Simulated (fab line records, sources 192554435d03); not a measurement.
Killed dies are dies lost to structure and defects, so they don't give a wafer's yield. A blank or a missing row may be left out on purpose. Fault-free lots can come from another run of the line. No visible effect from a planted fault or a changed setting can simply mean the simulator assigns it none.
What tool caused it? | flow n5-finfet | Sampling: 12 lots, 34 wafers, 4 of 1938 route steps

## WHAT THE GAUGES READ, wafer by wafer
N5_BEOL_M7_CD_MEAS_35: target cd 40 nm.
lot  | measured     | on        | cd-nm (nm)
L296 | day 9 22:20  | cd-sem-02 | 40.1 40.2 39.0
L297 | day 10 02:49 | cd-sem-01 | 40.2 39.6 40.5
L298 | day 10 05:12 | cd-sem-02 | 40.2 41.4 40.7
L300 | day 10 05:22 | cd-sem-02 | 39.9 40.6 40.7
L299 | day 10 12:18 | cd-sem-03 | 40.7 39.2 40.4
L305 | day 11 04:20 | cd-sem-01 | 39.6 40.4
L306 | day 11 22:43 | cd-sem-03 | 40.6 40.7 40.3
L308 | day 12 10:46 | cd-sem-01 | 40.9 40.7 39.1
L312 | day 13 14:37 | cd-sem-03 | 40.1 41.4 41.1
L315 | day 13 21:16 | cd-sem-02 | 40.8 41.2 39.8
L319 | day 15 12:11 | cd-sem-02 | 40.5 41.1 41.1
L318 | day 16 06:26 | cd-sem-02 | 40.0 39.8

N5_BEOL_M7_RS_MEAS_57: measurement is done with a four-point probe.
lot  | measured     | on            | M7_RS (ohm/sq)
L296 | day 10 00:34 | film-metro-02 | 0.289 0.291 0.309
L297 | day 10 05:01 | film-metro-02 | 0.288 0.274 0.274
L298 | day 10 08:15 | film-metro-01 | 0.288 0.295 0.314
L300 | day 10 08:51 | film-metro-01 | 0.285 0.278 0.288
L299 | day 10 16:16 | film-metro-01 | 0.306 0.297 0.306
L305 | day 11 06:59 | film-metro-02 | 0.271 0.295
L306 | day 12 01:25 | film-metro-02 | 0.283 0.284 0.297
L308 | day 12 16:41 | film-metro-02 | 0.297 0.293 0.287
L312 | day 13 18:47 | film-metro-01 | 0.300 0.285 0.283
L315 | day 13 23:32 | film-metro-01 | 0.300 0.286 0.287
L319 | day 15 15:35 | film-metro-02 | 0.297 0.276 0.303
L318 | day 16 08:52 | film-metro-02 | 0.287 0.285

## TOOL THAT RAN EACH LOT (tool first, then ch and the chambers of the sampled wafers, then the start)
lot  | N5_BEOL_M7_CURE_75            | N5_BEOL_M7_ALD_77
L296 | uv-cure-03 ch 2, day 9 22:25  | ald-metal-04 ch 0,2, day 9 22:50
L297 | uv-cure-02 ch 1, day 10 02:51 | ald-metal-01 ch 0,2,3, day 10 03:18
L298 | uv-cure-02 ch 2, day 10 05:38 | ald-metal-01 ch 1,2,3, day 10 06:20
L300 | uv-cure-02 ch 0, day 10 06:14 | ald-metal-01 ch 0,2, day 10 06:44
L299 | uv-cure-02 ch 1, day 10 12:23 | ald-metal-02 ch 1,2,3, day 10 13:11
L305 | uv-cure-01 ch 1, day 11 04:30 | ald-metal-02 ch 0,2, day 11 05:16
L306 | uv-cure-02 ch 2, day 11 22:46 | ald-metal-02 ch 1,3, day 11 23:49
L308 | uv-cure-02 ch 0, day 12 10:58 | ald-metal-02 ch 0,2,3, day 12 11:15
L312 | uv-cure-02 ch 0, day 13 14:47 | ald-metal-01 ch 0,1,3, day 13 15:31
L315 | uv-cure-02 ch 1, day 13 21:18 | ald-metal-01 ch 1,3, day 13 22:01
L319 | uv-cure-03 ch 2, day 15 12:14 | ald-metal-04 ch 1,2, day 15 13:06
L318 | uv-cure-03 ch 0, day 16 06:38 | ald-metal-02 ch 0,1, day 16 07:07
- N5_BEOL_M7_CURE_75: cures SiCOH lowk, time 120 s.
- N5_BEOL_M7_ALD_77: deposits TaN, target thk 2 nm, pulse time 2 s, purge time 3 s.

## WHAT THE TOOLS THEMSELVES READ (means of the sampled wafers that have a number; where no wafer has one, the mark that the record gives instead)
N5_BEOL_M7_CURE_75.
lot  | tool       | lamp-power-pct (%) | wafer_temp_C_max
L296 | uv-cure-03 | 52.31              | 372.6
L297 | uv-cure-02 | 52.32              | 372.1
L298 | uv-cure-02 | 52.34              | 372.8
L300 | uv-cure-02 | 52.30              | 371.8
L299 | uv-cure-02 | 52.30              | 371.5
L305 | uv-cure-01 | 52.30              | 373.1
L306 | uv-cure-02 | 52.32              | 372.6
L308 | uv-cure-02 | 52.33              | 371.5
L312 | uv-cure-02 | 52.33              | 371.6
L315 | uv-cure-02 | 52.36              | 372.3
L319 | uv-cure-03 | 52.34              | 372.5
L318 | uv-cure-03 | 52.36              | 371.4

N5_BEOL_M7_ALD_77.
lot  | tool         | heater-power-w (W)
L296 | ald-metal-04 | 449
L297 | ald-metal-01 | 410
L298 | ald-metal-01 | 428
L300 | ald-metal-01 | 405
L299 | ald-metal-02 | 449
L305 | ald-metal-02 | 452
L306 | ald-metal-02 | 489
L308 | ald-metal-02 | 435
L312 | ald-metal-01 | 408
L315 | ald-metal-01 | 427
L319 | ald-metal-04 | 457
L318 | ald-metal-02 | 520

## THE ANSWER, worked out from the rows above alone
Rule: the lots themselves supply what counts as usual. Put in order of their means at a reading, lots are off if they are a third of the lots or fewer, leave a main group of 4 or more, and stand apart from it by a gap of 3 or more times the standard deviation of the main group's means; of several such gaps the widest counts. The tables above print the reading to a certain number of digits; a main group whose means all agree to those digits is not used. Also off: a lot with no number at a reading for which 4 or more lots have one. Any other lot the step has rows for is counted as sound. Order of review: gauges by route order, followed by the tools' own readings, for which a lot's mean as printed above is used. At the first step where some lot is off, the reading lying furthest off is the one used; lots without a number count as furthest.
Across all readings shown, no lot is off: no conclusion can be drawn from this.

## WHAT THE SIMULATOR HAD PUT IN
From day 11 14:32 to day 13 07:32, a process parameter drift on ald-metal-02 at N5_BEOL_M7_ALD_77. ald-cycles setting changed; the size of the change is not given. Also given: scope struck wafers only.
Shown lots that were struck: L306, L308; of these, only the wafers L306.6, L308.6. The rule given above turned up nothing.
